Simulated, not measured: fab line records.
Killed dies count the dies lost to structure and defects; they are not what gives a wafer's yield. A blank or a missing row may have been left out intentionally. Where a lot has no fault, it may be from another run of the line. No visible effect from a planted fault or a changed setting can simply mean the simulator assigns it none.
fab line records	flow nand_harc	part 1 of 2: steps 1 to 3 of 6
[record] lots = 21	wafers = 63	last_day = 25
route steps=1159 shown A_STAIRCASE@623
lots untouched by any fault: they come from a run of this same line in which no faults occurred
start_h: the number of hours between the record's first day and the start of the first shown wafer of the lot	wait_h: hours since the lot's step before	" identical to the entry in the row above	L1.1+2: one row covering several wafers at once	- value missing, or start not given	* or withheld: withheld	< > ~ a bound
route shown NAME@n: names a module that has steps shown in the file, with the first one's number in the route	usual: mean/standard deviation taken from wafers without a fault	same: alike in all rows	chamber/n: place in a boat	sites: readings site by site	_std_site: the values' standard deviation	_edge_site: outer sites' mean less inner sites'	radius_mm: how far each site lies from the wafer's centre	mask NAME#n: copy n	behind: the most recent tool/chamber to have shaped the wafer	hold: why the lot went on hold/how many hours it stayed there/how the hold came to an end	device: which transistor (n, p or np) failed to switch	end of line: the route-end tests of the same wafers	a step with no rows: only its recipe	killed: dies that structure and defects cost at the first sort, which is not the same as the wafer's yield	map: a wafer's dies, x killed, . not, _ none there
set.NAME: the setting the step ran with; set.NAME@STEP: the setting that earlier step ran with	model.NAME: the simulator's own value behind a step, which no gauge read
a sample of lots followed through the steps of the route, with each step as a table and each wafer as a row
services: when a tool's chamber went out of use (start_h, in hours from the record's first day, below 0 if earlier), for how many hours, and the reason
[[steps]]
[step NHARC_A_STAIRCASE_TRIM_229]
[recipe] time_s = 211.2	o2_flow_sccm = 500	ar_flow_sccm = 0	bias_w = 0	chemistry = O2
[usual] chamber_pressure_mTorr = 60.00/0.054	drypump_motor_current_A = 5.8/0.62	mfc_ar_sccm = 0.004/0.0065	oes_product_au = 0.998/0.01	rf_vpp_V = 57.7/0.92	showerhead_plenum_p_Torr = 3.49/0.13	throttle_valve_pct = 17.036/0.009
lot.wafer	tool	chamber	start_h	wait_h	chamber_pressure_mTorr	drypump_motor_current_A	mfc_ar_sccm	oes_product_au	rf_hours_counter_h	rf_vpp_V	showerhead_plenum_p_Torr	throttle_valve_pct
L074.1	rie_diel-03	1	242.43	0.1	59.94	6.4	0.021	0.983	7	57.3	3.43	17.037
L074.2	"	2	"	"	60.06	5.9	0	0.991	7	57.9	3.31	17.029
L074.6	"	1	"	"	60.04	6.4	0.021	0.985	-	58.5	3.43	17.049
L075.2	rie_diel-04	3	254.69	0.1	60.01	5.6	0.014	1.018	48	57.6	3.34	17.029
L075.4	"	2	"	"	59.98	5.6	0.000	1.011	49	58.3	3.59	17.038
L075.5	"	3	"	"	59.93	5.6	0.014	1.012	-	59.0	3.34	17.029
L076.1	rie_diel-04	2	257.47	0.1	60.01	5.6	0.000	0.996	50	58.6	3.59	17.032
L076.3	"	1	"	"	60.03	4.7	0.008	1.005	51	57.2	3.53	17.034
L076.6	"	2	"	"	59.99	5.6	0.000	0.993	-	57.8	3.59	17.029
L077.4	rie_diel-13	2	258.38	0.1	60.03	5.2	0	1.014	52	59.2	3.78	17.038
L077.2	"	3	"	"	60.03	6.1	0	0.989	47	56.8	3.30	17.036
L077.6	"	1	"	"	60.01	5.8	0	0.990	-	57.2	3.38	17.037
L079.1	rie_diel-04	3	273.27	0.1	60.10	5.6	0.014	0.991	53	56.7	3.33	17.038
L079.3	"	2	"	"	60.08	5.6	0.000	1.001	54	57.4	3.59	17.045
L079.6	"	0	"	"	59.95	6.7	0	0.984	-	58.8	3.59	17.027
L081.2	rie_diel-04	1	282.55	0.2	60.03	4.7	0.008	1.008	59	57.5	3.53	17.049
L081.5	"	3	"	"	60.06	5.6	0.014	1.014	-	58.4	3.33	17.044
L081.4	"	2	"	"	59.97	5.6	0.000	0.997	-	55.4	3.58	17.033
L080.1	rie_diel-03	2	294.32	0.2	60.00	5.9	0	1.008	23	56.8	3.30	17.029
L080.6	"	3	"	"	59.91	6.2	0	0.993	-	58.5	3.66	17.039
L080.5	"	0	"	"	60.04	6.1	0	1.010	-	56.2	3.41	17.033
L084.2	rie_diel-03	3	301.98	0.1	60.05	6.2	0	0.989	29	57.4	3.65	17.029
L084.1	"	1	"	"	60.03	6.4	0.021	0.993	30	58.5	3.42	17.046
L084.6	"	2	"	"	60.00	5.9	0	0.994	-	55.8	3.30	17.041
L082.3	rie_diel-03	1	302.19	0.1	59.92	6.4	0.021	1.000	30	57.9	3.42	17.042
L082.1	"	2	"	"	60.01	5.9	0	1.006	27	57.7	3.30	17.026
L082.4	"	3	"	"	60.01	6.2	0	0.994	29	57.4	3.65	17.044
L083.2	rie_diel-04	1	302.80	0.1	59.99	4.7	0.008	0.992	1	58.5	3.53	17.042
L083.4	"	2	"	"	60.01	5.6	0.000	0.991	-	58.0	3.58	17.026
L083.3	"	1	"	"	60.02	4.7	0.008	1.000	-	58.6	3.53	17.051
L086.1	rie_diel-04	0	340.69	0.1	60.00	6.7	0	0.986	14	58.7	3.58	17.041
L086.4	"	1	"	"	59.90	4.7	0.008	0.998	16	57.8	3.52	17.025
L086.2	"	2	"	"	60.05	5.6	0.000	0.995	15	58.1	3.57	17.035
L088.3	rie_diel-04	3	340.82	0.2	60.02	5.6	0.014	0.990	14	58.5	3.32	17.050
L088.1	"	0	"	"	60.08	6.7	0	1.000	15	57.6	3.58	17.055
L088.4	"	1	"	"	60.00	4.7	0.008	0.996	16	57.7	3.52	17.020
L089.4	rie_diel-03	3	344.37	0.1	60.00	6.2	0	1.001	40	57.2	3.65	17.036
L089.2	"	1	"	"	60.08	6.4	0.021	1.004	42	57.2	3.41	17.025
L089.6	"	0	"	"	60.03	6.1	0	0.999	-	57.3	3.40	17.035
L091.1	rie_diel-13	0	345.23	0.1	59.87	5.9	0	0.990	22	56.5	3.50	17.046
L091.3	"	1	"	"	59.95	5.8	0	0.999	18	56.7	3.36	17.038
L091.5	"	0	"	"	60.11	5.9	0	0.993	-	57.2	3.50	17.029
L090.2	rie_diel-03	2	345.57	0.1	60.01	5.9	0	0.998	39	57.6	3.29	17.019
L090.1	"	0	"	"	60.01	6.1	0	0.997	44	57.7	3.40	17.044
L090.4	"	1	"	"	59.98	6.4	0.021	0.993	43	57.3	3.41	17.054
L092.2	rie_diel-04	1	347.84	0.1	60.08	4.7	0.008	0.985	19	59.8	3.52	17.037
L092.4	"	3	"	"	59.92	5.6	0.014	0.995	17	58.1	3.32	17.041
L092.5	"	0	"	"	60.00	6.7	0	0.991	-	57.1	3.58	17.041
L094.1	rie_diel-04	1	375.87	0.1	60.01	4.7	0.008	0.996	30	58.8	3.51	17.042
L094.3	"	3	"	"	59.98	5.6	0.014	0.996	27	57.1	3.31	17.043
L094.5	"	0	"	"	60.01	6.7	0	1.000	-	58.6	3.57	17.030
L093.3	rie_diel-13	3	376.57	0.1	60.01	6.1	0	1.013	34	57.8	3.28	17.024
L093.2	"	0	"	"	60.04	5.9	0	0.979	32	60.8	3.50	17.020
L093.5	"	3	"	"	59.95	6.1	0	1.026	-	57.2	3.28	17.035
L096.1	rie_diel-04	0	378.56	0.1	60.02	6.7	0	1.006	28	57.2	3.57	17.024
L096.6	"	3	"	"	60.00	5.6	0.014	1.003	-	56.8	3.31	17.044
L096.5	"	0	"	"	59.93	6.7	0	1.005	-	58.5	3.57	17.014
L095.1	rie_diel-04	0	379.67	0.1	59.95	6.7	0	1.000	28	58.1	3.57	17.025
L095.4	"	2	"	"	60.06	5.6	0.000	0.998	30	57.7	3.57	17.016
L095.6	"	3	"	"	59.87	5.6	0.014	1.005	-	58.5	3.31	17.030
L097.2	rie_diel-04	0	391.03	0.1	60.03	6.7	0	1.002	31	59.1	3.57	17.043
L097.4	"	3	"	"	59.92	5.6	0.014	1.009	32	57.5	3.31	17.035
L097.5	"	1	"	"	59.93	4.7	0.008	0.990	-	57.4	3.51	17.037
[step NHARC_A_STAIRCASE_TRIM_233]
[recipe] time_s = 211.2	o2_flow_sccm = 500	ar_flow_sccm = 0	bias_w = 0	chemistry = O2
[usual] chamber_pressure_mTorr = 60.00/0.059	drypump_motor_current_A = 5.8/0.59	mfc_ar_sccm = 0.005/0.0071	oes_product_au = 0.999/0.011	rf_vpp_V = 57.7/0.9	showerhead_plenum_p_Torr = 3.48/0.13	throttle_valve_pct = 17.036/0.0085
lot.wafer	tool	chamber	start_h	wait_h	chamber_pressure_mTorr	drypump_motor_current_A	mfc_ar_sccm	oes_product_au	rf_hours_counter_h	rf_vpp_V	showerhead_plenum_p_Torr	throttle_valve_pct
L074.1	rie_diel-03	0	-	-	59.97	6.1	0	1.005	7	59.0	3.42	17.023
L074.2	"	3	"	"	59.96	6.2	0	1.004	7	57.4	3.67	17.037
L074.6	"	1	"	"	59.96	6.4	0.021	0.987	-	57.5	3.43	17.035
L075.2	rie_diel-04	1	-	-	60.13	4.7	0.008	1.010	50	59.1	3.54	17.057
L075.4	"	2	"	"	60.05	5.6	0.000	1.005	49	58.5	3.59	17.039
L075.5	"	0	"	"	60.01	6.7	0	0.996	-	57.8	3.59	17.028
L076.1	rie_diel-04	0	-	-	60.08	6.7	0	0.994	50	58.4	3.59	17.033
L076.3	"	1	"	"	60.04	4.7	0.008	0.996	51	57.0	3.53	17.034
L076.6	"	1	"	"	59.96	4.7	0.008	0.999	-	56.9	3.53	17.040
L077.2	rie_diel-13	1	-	-	60.03	5.8	0	1.001	57	57.4	3.38	17.041
L077.4	"	3	"	"	59.96	6.1	0	0.999	48	55.6	3.30	17.034
L077.6	"	2	"	"	60.00	5.2	0	1.012	-	58.2	3.78	17.025
L079.1	rie_diel-04	0	-	-	60.07	6.7	0	0.993	55	58.9	3.59	17.051
L079.3	"	1	"	"	59.99	4.7	0.008	1.009	55	57.9	3.53	17.057
L079.6	"	0	"	"	60.00	6.7	0	0.986	-	58.3	3.59	17.025
L081.2	rie_diel-04	3	-	-	60.01	5.6	0.014	0.996	60	58.3	3.33	17.033
L081.4	"	2	"	"	60.04	5.6	0.000	0.996	-	57.1	3.58	17.038
L081.5	"	3	"	"	59.93	5.6	0.014	1.011	-	57.1	3.33	17.023
L080.1	rie_diel-03	0	-	-	60.12	6.1	0	1.005	27	57.8	3.41	17.040
L080.5	"	1	"	"	60.18	6.4	0.021	0.990	-	57.0	3.42	17.040
L080.6	"	2	"	"	60.00	5.9	0	1.002	-	57.8	3.30	17.033
L084.2	rie_diel-03	0	-	-	60.03	6.1	0	1.018	32	58.0	3.41	17.048
L084.1	"	2	"	"	60.02	5.9	0	1.002	27	57.1	3.30	17.035
L084.6	"	0	"	"	60.03	6.1	0	1.018	-	57.7	3.41	17.026
L082.4	rie_diel-03	0	-	-	60.05	6.1	0	1.009	32	58.6	3.41	17.046
L082.1	"	1	"	"	60.02	6.4	0.021	0.997	30	56.4	3.42	17.038
L082.3	"	3	"	"	59.99	6.2	0	0.997	29	57.8	3.65	17.030
L083.2	rie_diel-04	3	-	-	59.98	5.6	0.014	1.003	0	59.1	3.33	17.031
L083.3	"	2	"	"	60.06	5.6	0.000	0.978	2	56.8	3.58	17.035
L083.4	"	1	"	"	59.93	4.7	0.008	1.002	-	57.5	3.53	17.037
L086.4	rie_diel-04	2	-	-	60.05	5.6	0.000	0.998	15	57.9	3.57	17.032
L086.2	"	3	"	"	59.87	5.6	0.014	1.008	15	55.1	3.32	17.032
L086.1	"	1	"	"	60.01	4.7	0.008	1.013	17	58.0	3.52	17.026
L088.1	rie_diel-04	3	-	-	59.94	5.6	0.014	0.990	15	56.2	3.32	17.023
L088.4	"	1	"	"	60.04	4.7	0.008	0.999	17	57.6	3.52	17.043
L088.3	"	2	"	"	59.95	5.6	0.000	0.984	16	58.2	3.57	17.041
L089.4	rie_diel-03	0	-	-	60.07	6.1	0	0.998	44	56.5	3.40	17.036
L089.2	"	1	"	"	60.06	6.4	0.021	0.997	43	58.2	3.41	17.038
L089.6	"	0	"	"	59.94	6.1	0	0.999	-	57.7	3.40	17.037
L091.1	rie_diel-13	3	-	-	59.95	6.1	0	1.026	23	56.0	3.29	17.040
L091.3	"	0	"	"	59.93	5.9	0	0.982	22	56.8	3.50	17.047
L091.5	"	2	"	"	60.06	5.2	0	0.974	-	58.3	3.76	17.040
L090.1	rie_diel-03	1	-	-	59.99	6.4	0.021	0.990	43	57.5	3.41	17.026
L090.4	"	2	"	"	59.89	5.9	0	0.994	39	57.9	3.29	17.031
L090.2	"	0	"	"	59.95	6.1	0	1.004	45	57.2	3.40	17.045
L092.4	rie_diel-04	0	-	-	59.93	6.7	0	1.000	18	57.5	3.58	17.032
L092.2	"	2	"	"	59.92	5.6	0.000	0.991	18	58.6	3.57	17.036
L092.5	"	3	"	"	60.15	5.6	0.014	0.988	-	56.3	3.32	17.046
L094.3	rie_diel-04	1	-	-	59.99	4.7	0.008	1.002	30	57.2	3.51	17.018
L094.1	"	2	"	"	59.91	5.6	0.000	0.993	29	57.6	3.57	17.041
L094.5	"	3	"	"	59.94	5.6	0.014	0.998	-	57.1	3.31	17.046
L093.3	rie_diel-13	2	-	-	60.00	5.2	0	0.981	33	58.8	3.76	17.036
L093.2	"	0	"	"	59.96	6.0	0	0.974	32	59.0	3.50	17.044
L093.5	"	1	"	"	59.97	5.8	0	1.005	-	58.3	3.36	17.028
L096.1	rie_diel-04	2	-	-	60.04	5.6	0.000	0.988	30	58.2	3.57	17.054
L096.5	"	1	"	"	60.15	4.7	0.008	0.997	-	57.9	3.51	17.035
L096.6	"	2	"	"	60.00	5.6	0.000	0.982	-	57.7	3.57	17.030
L095.4	rie_diel-04	3	-	-	60.06	5.6	0.014	1.012	29	55.7	3.31	17.029
L095.1	"	2	"	"	60.03	5.6	0.000	0.999	30	58.2	3.57	17.038
L095.6	"	3	"	"	60.07	5.6	0.014	1.009	-	57.1	3.31	17.033
L097.4	rie_diel-04	2	-	-	60.08	5.6	0.000	0.982	34	55.8	3.56	17.046
L097.2	"	0	"	"	59.95	6.7	0	0.999	32	57.5	3.57	17.062
L097.5	"	2	"	"	60.05	5.6	0.000	0.983	-	57.9	3.56	17.029
[step NHARC_A_STAIRCASE_DESCUM_252]
[recipe] time_s = 3	o2_flow_sccm = 200	ar_flow_sccm = 0	bias_power_w = 0	chemistry = O2
[usual] chamber_pressure_mTorr = 59.99/0.056	drypump_motor_current_A = 5.8/0.54	mfc_ar_sccm = 0.003/0.006	oes_product_au = 0.997/0.013	rf_vpp_V = 57.7/0.98	showerhead_plenum_p_Torr = 1.89/0.088	throttle_valve_pct = 11.312/0.0096
lot.wafer	tool	chamber	start_h	wait_h	chamber_pressure_mTorr	drypump_motor_current_A	mfc_ar_sccm	oes_product_au	rf_hours_counter_h	rf_vpp_V	showerhead_plenum_p_Torr	throttle_valve_pct
L074.1	rie_diel-03	2	244.86	-	59.96	5.9	0	0.997	8	56.8	1.78	11.311
L074.2	"	0	"	"	59.98	6.1	0	1.015	8	57.1	1.85	11.299
L074.6	"	3	"	"	59.98	6.1	0	0.994	-	57.3	1.99	11.330
L075.2	rie_diel-04	0	257.36	-	59.94	6.7	0	1.002	50	56.5	1.95	11.307
L075.4	"	1	"	"	60.04	4.7	0.008	1.010	51	58.9	1.92	11.309
L075.5	"	2	"	"	59.99	5.6	0.000	1.016	-	57.0	1.95	11.315
L076.1	rie_diel-03	3	260.13	-	59.95	6.2	0	0.997	13	57.7	1.99	11.303
L076.3	"	1	"	"	59.94	6.3	0.021	0.985	13	56.6	1.86	11.303
L076.6	"	2	"	"	59.97	5.9	0	0.989	-	57.3	1.78	11.316
L077.2	rie_diel-04	3	261.09	-	59.97	5.6	0.014	1.015	50	58.7	1.80	11.293
L077.4	"	1	"	"	60.04	4.7	0.008	0.997	52	59.1	1.92	11.297
L077.6	"	3	"	"	59.95	5.6	0.014	1.011	-	57.7	1.80	11.318
L079.1	rie_diel-03	3	275.73	-	60.01	6.2	0	0.999	16	56.4	1.99	11.305
L079.3	"	1	"	"	60.01	6.3	0.021	0.991	16	58.3	1.86	11.296
L079.6	"	3	"	"	60.05	6.2	0	1.000	-	58.3	1.99	11.313
L081.4	rie_diel-03	3	286.06	-	60.04	6.2	0	0.997	20	58.5	1.99	11.293
L081.2	"	1	"	"	59.96	6.4	0.021	0.992	21	58.5	1.85	11.312
L081.5	"	2	"	"	60.10	5.9	0	1.003	-	57.7	1.78	11.305
L080.1	rie_diel-13	2	298.59	-	60.09	5.2	0	0.979	7	57.7	2.05	11.322
L080.6	"	1	"	"	59.96	5.8	0	1.008	-	58.2	1.82	11.313
L080.5	"	2	"	"	59.99	5.1	0	0.987	-	59.5	2.05	11.316
L084.1	rie_diel-04	3	304.74	-	59.90	5.6	0.014	1.007	1	58.5	1.80	11.318
L084.2	"	1	"	"	60.05	4.7	0.008	0.998	2	58.8	1.91	11.297
L084.6	"	2	"	"	59.95	5.6	0.000	0.999	-	56.9	1.94	11.322
L082.1	rie_diel-13	0	304.95	-	59.93	5.9	0	0.981	9	57.9	1.90	11.315
L082.3	"	1	"	"	60.02	5.8	0	0.987	9	58.0	1.82	11.314
L082.4	"	2	"	"	59.88	5.2	0	0.982	10	59.2	2.05	11.315
L083.2	rie_diel-04	3	305.76	-	59.93	5.6	0.014	1.003	1	58.5	1.80	11.307
L083.3	"	1	"	"	59.95	4.7	0.008	0.990	2	58.3	1.91	11.315
L083.4	"	2	"	"	59.84	5.6	0.000	0.997	-	58.6	1.94	11.321
L086.2	rie_diel-13	2	343.61	-	60.05	5.2	0	0.975	22	56.8	2.05	11.300
L086.1	"	3	"	"	60.02	6.1	0	1.026	22	56.9	1.77	11.320
L086.4	"	3	"	"	59.93	6.1	0	1.041	-	57.0	1.77	11.302
L088.4	rie_diel-04	0	343.89	-	59.93	6.7	0	0.993	16	59.4	1.94	11.318
L088.1	"	2	"	"	59.95	5.6	0.000	1.001	16	56.4	1.94	11.304
L088.3	"	3	"	"	59.97	5.6	0.014	0.998	16	58.6	1.79	11.314
L089.2	rie_diel-13	3	347.02	-	60.01	6.0	0	1.021	23	57.5	1.77	11.304
L089.4	"	0	"	"	60.00	5.9	0	0.967	22	56.6	1.90	11.317
L089.6	"	3	"	"	59.95	6.1	0	1.018	-	57.2	1.77	11.309
L091.1	rie_diel-13	2	347.72	-	60.04	5.2	0	0.984	23	60.8	2.05	11.310
L091.3	"	0	"	"	59.97	5.9	0	0.973	22	59.2	1.90	11.299
L091.5	"	1	"	"	60.01	5.8	0	1.000	-	56.0	1.82	11.315
L090.1	rie_diel-04	0	348.68	-	60.03	6.7	0	0.984	18	58.5	1.94	11.303
L090.4	"	1	"	"	60.00	4.7	0.008	1.002	20	58.3	1.91	11.312
L090.2	"	3	"	"	59.98	5.6	0.014	1.002	18	57.2	1.79	11.319
L092.2	rie_diel-03	0	350.91	-	59.94	6.1	0	0.998	46	56.7	1.84	11.309
L092.4	"	1	"	"	59.89	6.4	0.021	0.998	45	57.5	1.85	11.305
L092.5	"	1	"	"	59.98	6.3	0.021	0.993	-	57.4	1.85	11.319
L094.1	rie_diel-13	3	378.36	-	59.97	6.1	0	1.020	35	57.3	1.77	11.307
L094.3	"	0	"	"	60.03	5.9	0	0.981	32	59.1	1.90	11.311
L094.5	"	3	"	"	59.95	6.1	0	1.021	-	56.5	1.77	11.290
L093.2	rie_diel-03	3	379.15	-	60.08	6.2	0	0.999	49	58.4	1.98	11.314
L093.3	"	0	"	"	59.95	6.1	0	0.995	54	56.7	1.84	11.314
L093.5	"	3	"	"	60.04	6.1	0	0.991	-	57.8	1.98	11.299
L096.1	rie_diel-04	2	381.27	-	59.90	5.6	0.000	0.986	31	58.1	1.93	11.327
L096.5	"	3	"	"	59.95	5.6	0.014	0.998	-	56.5	1.79	11.297
L096.6	"	0	"	"	59.90	6.7	0	0.999	-	56.9	1.94	11.312
L095.1	rie_diel-13	0	382.13	-	60.00	5.9	0	0.982	33	57.1	1.89	11.335
L095.4	"	1	"	"	60.00	5.8	0	0.998	30	58.3	1.81	11.305
L095.6	"	3	"	"	59.96	6.1	0	1.021	-	56.8	1.77	11.327
L097.2	rie_diel-04	2	393.63	-	59.96	5.6	0.000	0.985	34	58.8	1.93	11.305
L097.4	"	0	"	"	60.04	6.7	0	0.993	32	60.0	1.94	11.299
L097.5	"	1	"	"	59.99	4.6	0.008	0.996	-	58.0	1.90	11.312
